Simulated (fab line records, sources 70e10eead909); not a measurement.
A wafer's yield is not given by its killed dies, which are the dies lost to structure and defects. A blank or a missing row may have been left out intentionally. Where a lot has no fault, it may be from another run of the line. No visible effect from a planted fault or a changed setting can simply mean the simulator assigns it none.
Matching of chambers :: flow nand_harc :: NHARC_P_M2_ETCH_35 on rie_diel-01 has 4 sister chambers
The step etches the open film in N2/H2, target depth 40 nm, overetch 12 nm, time 43.94 s. 24 wafers are shown with their chamber, then 12 later ones without.

WAFERS, EACH WITH ITS CHAMBER
wafer: L078.2
chamber: 3
showerhead_plenum_p_Torr (Torr): 1.93
rf_vpp_V (V): 427.6
oes_product_au (a.u.): 1.008

wafer: L078.3
chamber: 0
showerhead_plenum_p_Torr (Torr): 2.18
rf_vpp_V (V): 435.0
oes_product_au (a.u.): 0.997

wafer: L078.5
chamber: 0
showerhead_plenum_p_Torr (Torr): 2.18
rf_vpp_V (V): 433.0
oes_product_au (a.u.): 0.994

wafer: L079.2
chamber: 3
showerhead_plenum_p_Torr (Torr): 1.92
rf_vpp_V (V): 427.5
oes_product_au (a.u.): 1.011

wafer: L079.3
chamber: 0
showerhead_plenum_p_Torr (Torr): 2.18
rf_vpp_V (V): 434.9
oes_product_au (a.u.): 1.001

wafer: L079.6
chamber: 2
showerhead_plenum_p_Torr (Torr): 1.99
rf_vpp_V (V): 428.8
oes_product_au (a.u.): 0.995

wafer: L082.1
chamber: 3
showerhead_plenum_p_Torr (Torr): 1.92
rf_vpp_V (V): 428.2
oes_product_au (a.u.): 1.008

wafer: L082.3
chamber: 1
showerhead_plenum_p_Torr (Torr): 2.07
rf_vpp_V (V): 430.8
oes_product_au (a.u.): 1.009

wafer: L082.5
chamber: 0
showerhead_plenum_p_Torr (Torr): 2.18
rf_vpp_V (V): 435.0
oes_product_au (a.u.): 0.987

wafer: L085.1
chamber: 2
showerhead_plenum_p_Torr (Torr): 1.99
rf_vpp_V (V): 428.8
oes_product_au (a.u.): 0.975

wafer: L085.4
chamber: 1
showerhead_plenum_p_Torr (Torr): 2.07
rf_vpp_V (V): 432.0
oes_product_au (a.u.): 1.001

wafer: L085.5
chamber: 2
showerhead_plenum_p_Torr (Torr): 1.99
rf_vpp_V (V): 429.2
oes_product_au (a.u.): 0.968

wafer: L086.1
chamber: 1
showerhead_plenum_p_Torr (Torr): 2.07
rf_vpp_V (V): 432.4
oes_product_au (a.u.): 1.005

wafer: L086.4
chamber: 1
showerhead_plenum_p_Torr (Torr): 2.07
rf_vpp_V (V): 431.5
oes_product_au (a.u.): 1.005

wafer: L086.6
chamber: 0
showerhead_plenum_p_Torr (Torr): 2.18
rf_vpp_V (V): 434.0
oes_product_au (a.u.): 0.995

wafer: L088.2
chamber: 1
showerhead_plenum_p_Torr (Torr): 2.07
rf_vpp_V (V): 429.5
oes_product_au (a.u.): 1.012

wafer: L088.3
chamber: 0
showerhead_plenum_p_Torr (Torr): 2.18
rf_vpp_V (V): 434.1
oes_product_au (a.u.): 0.994

wafer: L088.6
chamber: 3
showerhead_plenum_p_Torr (Torr): 1.92
rf_vpp_V (V): 427.5
oes_product_au (a.u.): 1.009

wafer: L089.1
chamber: 0
showerhead_plenum_p_Torr (Torr): 2.18
rf_vpp_V (V): 434.1
oes_product_au (a.u.): 0.989

wafer: L089.2
chamber: 1
showerhead_plenum_p_Torr (Torr): 2.07
rf_vpp_V (V): 430.2
oes_product_au (a.u.): 1.007

wafer: L089.5
chamber: 2
showerhead_plenum_p_Torr (Torr): 1.99
rf_vpp_V (V): 429.4
oes_product_au (a.u.): 0.987

wafer: L090.1
chamber: 0
showerhead_plenum_p_Torr (Torr): 2.18
rf_vpp_V (V): 434.5
oes_product_au (a.u.): 1.010

wafer: L090.3
chamber: 1
showerhead_plenum_p_Torr (Torr): 2.07
rf_vpp_V (V): 429.5
oes_product_au (a.u.): 1.015

wafer: L090.6
chamber: 2
showerhead_plenum_p_Torr (Torr): 1.99
rf_vpp_V (V): 428.2
oes_product_au (a.u.): 0.976

SIGNATURES (averages over the wafers above)
reading: showerhead_plenum_p_Torr
chamber 0: 2.1800
chamber 1: 2.0700
chamber 2: 1.9900
chamber 3: 1.9225
scatter within a chamber: 0.00194

reading: rf_vpp_V
chamber 0: 434.325
chamber 1: 430.843
chamber 2: 428.880
chamber 3: 427.700
scatter within a chamber: 0.795

reading: oes_product_au
chamber 0: 0.99587
chamber 1: 1.00771
chamber 2: 0.98020
chamber 3: 1.00900
scatter within a chamber: 0.00692
Rule: a wafer's distance from a chamber is the root of the sum, over the readings, of the square of ((its reading less the chamber's mean) divided by the reading's scatter). If the next closest chamber is less than 2 further off than the closest, the wafer can't be placed; otherwise it belongs to the closest. The scatter: take each reading less its chamber's mean, square it, sum over the shown wafers, divide by the number of wafers less the number of chambers, and take the root.

WAFERS MISSING THEIR CHAMBER
wafer: L091.1
showerhead_plenum_p_Torr (Torr): 2.18
rf_vpp_V (V): 433.3
oes_product_au (a.u.): 1.006

wafer: L091.4
showerhead_plenum_p_Torr (Torr): 2.07
rf_vpp_V (V): 430.9
oes_product_au (a.u.): 1.004

wafer: L091.6
showerhead_plenum_p_Torr (Torr): 2.18
rf_vpp_V (V): 435.1
oes_product_au (a.u.): 0.986

wafer: L092.1
showerhead_plenum_p_Torr (Torr): 1.92
rf_vpp_V (V): 426.8
oes_product_au (a.u.): 1.008

wafer: L092.3
showerhead_plenum_p_Torr (Torr): 2.18
rf_vpp_V (V): 434.5
oes_product_au (a.u.): 0.992

wafer: L092.4
showerhead_plenum_p_Torr (Torr): 2.07
rf_vpp_V (V): 430.5
oes_product_au (a.u.): 1.010

wafer: L094.1
showerhead_plenum_p_Torr (Torr): 2.07
rf_vpp_V (V): 430.8
oes_product_au (a.u.): 1.010

wafer: L094.4
showerhead_plenum_p_Torr (Torr): 2.18
rf_vpp_V (V): 434.3
oes_product_au (a.u.): 0.996

wafer: L094.6
showerhead_plenum_p_Torr (Torr): 2.07
rf_vpp_V (V): 431.6
oes_product_au (a.u.): 0.999

wafer: L096.2
showerhead_plenum_p_Torr (Torr): 1.99
rf_vpp_V (V): 429.4
oes_product_au (a.u.): 0.971

wafer: L096.4
showerhead_plenum_p_Torr (Torr): 2.07
rf_vpp_V (V): 432.2
oes_product_au (a.u.): 0.999

wafer: L096.5
showerhead_plenum_p_Torr (Torr): 1.99
rf_vpp_V (V): 428.9
oes_product_au (a.u.): 0.968

CHAMBER TAKEN BY EACH
wafer: L091.1
from the rows above: 0
in truth: 0

wafer: L091.4
from the rows above: 1
in truth: 1

wafer: L091.6
from the rows above: 0
in truth: 0

wafer: L092.1
from the rows above: 3
in truth: 3

wafer: L092.3
from the rows above: 0
in truth: 0

wafer: L092.4
from the rows above: 1
in truth: 1

wafer: L094.1
from the rows above: 1
in truth: 1

wafer: L094.4
from the rows above: 0
in truth: 0

wafer: L094.6
from the rows above: 1
in truth: 1

wafer: L096.2
from the rows above: 2
in truth: 2

wafer: L096.4
from the rows above: 1
in truth: 1

wafer: L096.5
from the rows above: 2
in truth: 2
Correctly placed: 12 of 12. From these rows, 0 cannot be placed. Placed wrongly: 0.
